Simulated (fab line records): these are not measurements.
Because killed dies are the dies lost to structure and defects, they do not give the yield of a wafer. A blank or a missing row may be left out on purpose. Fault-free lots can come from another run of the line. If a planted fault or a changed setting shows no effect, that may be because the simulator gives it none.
Matching of chambers ; flow n5 finfet ; ald sin-04 running N5_BEOL_M0_SAQP_SPACER2_ALD_26: 4 sister chambers
The step deposits SiO2, target thk 15 nm, pulse time 1 s, purge time 2 s. 27 wafers are shown with their chamber, then 12 later ones without.

## WAFERS PAIRED WITH THEIR CHAMBERS
wafer;chamber;heater power w (W);susceptor temp C (C);precursor pulse height rel
L074.1;0;421;300.02;0.978
L074.2;1;435;299.99;1.008
L074.3;2;480;299.61;1.006
L075.1;1;438;299.92;1.029
L075.4;0;403;300.01;0.997
L075.6;0;402;299.84;1.025
L076.3;3;546;299.97;1.020
L076.4;2;494;300.11;0.995
L076.5;2;492;300.11;1.002
L078.2;1;436;299.83;1.024
L078.4;0;412;300.07;1.024
L078.5;1;430;299.61;1.012
L080.2;0;418;300.19;1.012
L080.4;3;537;299.62;0.980
L080.5;3;539;299.71;0.995
L082.1;2;504;299.90;0.986
L082.4;3;521;299.55;0.974
L082.6;1;442;300.07;0.987
L084.1;0;407;300.06;0.993
L084.4;2;498;299.97;1.003
L084.6;1;441;299.99;0.966
L086.3;2;511;299.94;0.998
L086.4;1;429;300.19;0.983
L086.6;0;417;300.32;0.960
L087.2;0;398;299.86;1.016
L087.3;3;541;300.26;0.986
L087.4;2;500;300.16;1.003

SIGNATURES (averages over the wafers above)
reading;chamber 0;chamber 1;chamber 2;chamber 3;scatter within a chamber
heater power w;409.75;435.86;497.00;536.80;8.31
susceptor temp C;300.0462;299.9429;299.9714;299.8220;0.201
precursor pulse height rel;1.00062;1.00129;0.99900;0.99100;0.0193
Rule: for a wafer and a chamber, the distance is found by dividing, reading by reading, the gap between the wafer's reading and the chamber's mean by the reading's scatter, squaring, summing and taking the root. The wafer belongs to the nearest chamber; if the next one is less than 2 further off, it can't be placed. How the scatter is found: for the shown wafers, subtract from each reading the mean of its chamber, square and add these, divide the total by (wafers less chambers), then take the root.

## WAFERS WITHOUT THEIR CHAMBER
wafer;heater power w (W);susceptor temp C (C);precursor pulse height rel
L088.3;547;299.68;0.978
L088.4;488;299.97;1.009
L088.5;409;299.75;0.999
L091.1;446;300.06;0.990
L091.5;451;300.04;0.990
L091.6;503;299.94;1.008
L092.1;496;300.10;1.039
L092.3;449;300.29;0.990
L092.4;544;300.13;0.977
L094.2;446;299.91;0.963
L094.3;497;300.26;1.002
L094.5;540;300.19;0.985

## EACH ONE'S CHAMBER
wafer;from the rows above;in truth
L088.3;3;3
L088.4;2;2
L088.5;can't be placed: 0 or 1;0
L091.1;1;1
L091.5;1;1
L091.6;2;2
L092.1;2;2
L092.3;1;1
L092.4;3;3
L094.2;1;1
L094.3;2;2
L094.5;3;3
Correctly placed: 11 of 12. Not placeable from these rows: 1 (in 1, the candidates include the true chamber). 0 placed wrongly.
